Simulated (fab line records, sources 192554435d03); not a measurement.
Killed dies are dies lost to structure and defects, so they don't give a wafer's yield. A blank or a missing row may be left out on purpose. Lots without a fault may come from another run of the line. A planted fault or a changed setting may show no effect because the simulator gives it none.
Which tool did it? | flow n5_finfet | 14 lots, 42 wafers sampled, at 5 steps of a route of 1938

WHAT THE GAUGES READ, wafer by wafer
N5_PMOS_HMC_CHANNEL_EPI_OVL_MEAS_10.
lot  | measured    | on         | PMOS_HMC_BLK_OVL (nm)
L204 | day 1 18:01 | overlay-01 | -1.0 -0.6 -0.6
L205 | day 1 22:56 | overlay-01 | -0.3 0.0 -1.2
L207 | day 2 11:22 | overlay-01 | -0.3 1.8 1.0
L209 | day 2 23:41 | overlay-01 | -0.5 -0.5 0.2
L211 | day 3 11:50 | overlay-01 | 0.9 -0.4 0.7
L218 | day 5 06:44 | overlay-01 | 0.3 -1.0 0.3
L219 | day 5 12:05 | overlay-01 | 0.0 -0.3 -0.6
L220 | day 5 17:32 | overlay-01 | 0.5 -0.3 -0.4
L221 | day 5 23:07 | overlay-01 | 0.4 0.5 0.8
L222 | day 6 05:23 | overlay-02 | -1.4 -0.9 -0.9
L223 | day 6 11:22 | overlay-01 | 0.6 0.5 -0.1
L225 | day 7 00:17 | overlay-01 | 1.5 0.6 -0.1
L226 | day 7 05:09 | overlay-01 | 1.1 -0.8 0.8
L227 | day 7 11:28 | overlay-02 | 1.5 1.9 2.3

N5_FIN_SAQP_THK_MEAS_05.
lot  | measured    | on            | thk_nm (nm)
L204 | day 1 21:48 | film_metro-02 | 37.9 37.4 37.7
L205 | day 2 02:47 | film_metro-01 | 37.4 37.9 37.7
L207 | day 2 15:05 | film_metro-02 | 37.9 37.9 38.1
L209 | day 3 03:28 | film_metro-02 | 38.8 38.0 38.8
L211 | day 3 15:22 | film_metro-01 | 37.9 38.7 38.6
L218 | day 5 13:21 | film_metro-02 | 37.8 38.3 14.5
L219 | day 5 17:25 | film_metro-01 | 38.0 38.8 38.9
L220 | day 5 22:48 | film_metro-01 | 37.7 14.1 38.2
L221 | day 6 03:00 | film_metro-01 | 38.2 38.3 38.7
L222 | day 6 08:48 | film_metro-01 | 38.1 38.5 38.6
L223 | day 6 17:19 | film_metro-01 | 38.1 38.9 38.5
L225 | day 7 04:55 | film_metro-01 | 38.2 38.7 38.5
L226 | day 7 08:35 | film_metro-01 | 37.7 38.5 38.3
L227 | day 7 18:29 | film_metro-02 | 37.7 38.1 37.5

WHICH TOOL RAN EACH LOT (tool, then ch and the chambers of the sampled wafers, then the start)
lot  | N5_WELL_APT_EPI_41             | N5_PMOS_HMC_CHANNEL_EPI_CMP_21 | N5_FIN_SAQP_HM_DEP_03
L204 | epi_rpcvd-04 ch 0, day 1 16:43 | cmp-01 ch 0,2,3, day 1 20:11   | pecvd-02 ch 0,1,2, day 1 21:43
L205 | epi_rpcvd-01 ch 0, day 1 21:57 | cmp-01 ch 1,2,3, day 2 01:02   | pecvd-01 ch 0,1,2, day 2 02:42
L207 | epi_rpcvd-04 ch 0, day 2 10:11 | cmp-01 ch 0,1,2, day 2 13:23   | pecvd-02 ch 0,1, day 2 15:00
L209 | epi_rpcvd-04 ch 0, day 2 22:23 | cmp-02 ch 0,3, day 3 01:43     | pecvd-02 ch 0,1,2, day 3 03:22
L211 | epi_rpcvd-01 ch 0, day 3 10:55 | cmp-02 ch 0,1,3, day 3 13:56   | pecvd-03 ch 0,1, day 3 15:17
L218 | epi_rpcvd-01 ch 0, day 5 05:09 | cmp-04 ch 0,1, day 5 11:25     | pecvd-02 ch 0,1, day 5 13:16
L219 | epi_rpcvd-01 ch 0, day 5 10:53 | cmp-02 ch 0,1,3, day 5 14:26   | pecvd-01 ch 1,2, day 5 17:18
L220 | epi_rpcvd-04 ch 0, day 5 16:45 | cmp-02 ch 1,2, day 5 21:14     | pecvd-02 ch 0,2, day 5 22:43
L221 | epi_rpcvd-02 ch 0, day 5 21:56 | cmp-02 ch 1,2,3, day 6 01:19   | pecvd-01 ch 0,1, day 6 02:55
L222 | epi_rpcvd-02 ch 0, day 6 04:12 | cmp-04 ch 0,3, day 6 07:24     | pecvd-01 ch 0,2, day 6 08:43
L223 | epi_rpcvd-02 ch 0, day 6 10:03 | cmp-04 ch 0,1, day 6 15:46     | pecvd-01 ch 0,1,2, day 6 17:14
L225 | epi_rpcvd-01 ch 0, day 6 22:57 | cmp-01 ch 0,1,2, day 7 03:23   | pecvd-01 ch 0,1, day 7 04:49
L226 | epi_rpcvd-04 ch 0, day 7 04:10 | cmp-04 ch 0,1,2, day 7 07:13   | pecvd-03 ch 0,1, day 7 08:29
L227 | epi_rpcvd-01 ch 0, day 7 10:16 | cmp-02 ch 0,1,2, day 7 16:05   | pecvd-03 ch 0,1,2, day 7 18:24
- N5_WELL_APT_EPI_41: deposits Si from SiH4/H2, target thk 50 nm, time 297.7 s.
- N5_PMOS_HMC_CHANNEL_EPI_CMP_21: polishes SiGe30, target thk 54 nm.
- N5_FIN_SAQP_HM_DEP_03: deposits SiNx from SiH4/NH3/N2, target thk 38 nm, time 33.6 s.

WHAT THE TOOLS THEMSELVES READ (means of the sampled wafers that have a number; where no wafer has one, the mark that the record gives instead)
N5_WELL_APT_EPI_41.
lot  | tool         | lamp_inner_pct (%) | throttle_valve_pct (%)
L204 | epi_rpcvd-04 | 15.1               | 11.8
L205 | epi_rpcvd-01 | 13.3               | 10.6
L207 | epi_rpcvd-04 | 15.1               | 11.9
L209 | epi_rpcvd-04 | 15.1               | 11.9
L211 | epi_rpcvd-01 | 13.3               | 10.6
L218 | epi_rpcvd-01 | 13.4               | 10.5
L219 | epi_rpcvd-01 | 13.4               | 10.7
L220 | epi_rpcvd-04 | 15.1               | 11.9
L221 | epi_rpcvd-02 | 15.0               | 11.1
L222 | epi_rpcvd-02 | 14.9               | 11.0
L223 | epi_rpcvd-02 | 14.8               | 11.1
L225 | epi_rpcvd-01 | 13.5               | 10.6
L226 | epi_rpcvd-04 | 15.1               | 12.0
L227 | epi_rpcvd-01 | 13.3               | 10.6

N5_PMOS_HMC_CHANNEL_EPI_CMP_21.
lot  | tool   | motor_current_A (A)
L204 | cmp-01 | 11.7
L205 | cmp-01 | 11.0
L207 | cmp-01 | 11.7
L209 | cmp-02 | 13.7
L211 | cmp-02 | 12.9
L218 | cmp-04 | 11.6
L219 | cmp-02 | 13.2
L220 | cmp-02 | 13.4
L221 | cmp-02 | 12.7
L222 | cmp-04 | 12.6
L223 | cmp-04 | 11.8
L225 | cmp-01 | 10.9
L226 | cmp-04 | 11.8
L227 | cmp-02 | 13.1

N5_FIN_SAQP_HM_DEP_03.
lot  | tool     | heater_power_w (W) | rf_fwd_power_W (W) | showerhead_plenum_p_Torr (Torr) | throttle_valve_pct (%)
L204 | pecvd-02 | 701                | 296.7              | 5.17                            | 38.4
L205 | pecvd-01 | 787                | 297.6              | 5.13                            | 39.8
L207 | pecvd-02 | 682                | 297.1              | 5.18                            | 40.6
L209 | pecvd-02 | 744                | 297.6              | 5.17                            | 38.5
L211 | pecvd-03 | 736                | 297.8              | 5.19                            | 39.6
L218 | pecvd-02 | 693                | 296.9              | 5.21                            | 40.2
L219 | pecvd-01 | 845                | 297.7              | 5.14                            | 40.3
L220 | pecvd-02 | 719                | 299.0              | 5.22                            | 38.3
L221 | pecvd-01 | 807                | 297.2              | 5.13                            | 40.6
L222 | pecvd-01 | 712                | 298.1              | 5.15                            | 39.0
L223 | pecvd-01 | 810                | 297.6              | 5.14                            | 40.0
L225 | pecvd-01 | 855                | 298.0              | 5.13                            | 40.7
L226 | pecvd-03 | 828                | 298.4              | 5.19                            | 39.8
L227 | pecvd-03 | 875                | 297.7              | 5.16                            | 39.4

THE ANSWER, worked out from the rows above alone
Rule: what is usual is taken from the lots themselves. Put in order of their means at a reading, lots are off if they are a third of the lots or fewer, leave a main group of 4 or more, and stand apart from it by a gap of 3 or more times the standard deviation of the main group's means; of several such gaps the widest counts. A main group whose means are all the same, to the digits that the tables above print for the reading, isn't used. A lot without any number at a reading at which 4 lots or more have one is off too. The other lots that the step has rows for count as sound. The gauges are gone through in route order, then the tools' own readings, and for those a lot's mean is taken as printed above. The first step at which some lot is off is used, and at that step the reading that is off furthest; a lot without a number counts as furthest.
Off: L218, L220, at N5_FIN_SAQP_THK_MEAS_05 (thk_nm). The main group: mean 38.2 nm, standard deviation 0.33.
A tool fits if, at a process step before that reading, it ran every lot that is off, and no sound lot after the first of them. The gauges at N5_FIN_SAQP_THK_MEAS_05 are tried like those tools. One fits: pecvd-02 at N5_FIN_SAQP_HM_DEP_03. Its last sound lot is L209 (day 3 03:22), its first lot that is off L218 (day 5 13:16): a fault that began between those two fits.

WHAT THE SIMULATOR HAD PUT IN
Process parameter drift: pecvd-02, from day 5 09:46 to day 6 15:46, at N5_FIN_SAQP_HM_DEP_03. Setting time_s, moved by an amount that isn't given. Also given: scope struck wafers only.
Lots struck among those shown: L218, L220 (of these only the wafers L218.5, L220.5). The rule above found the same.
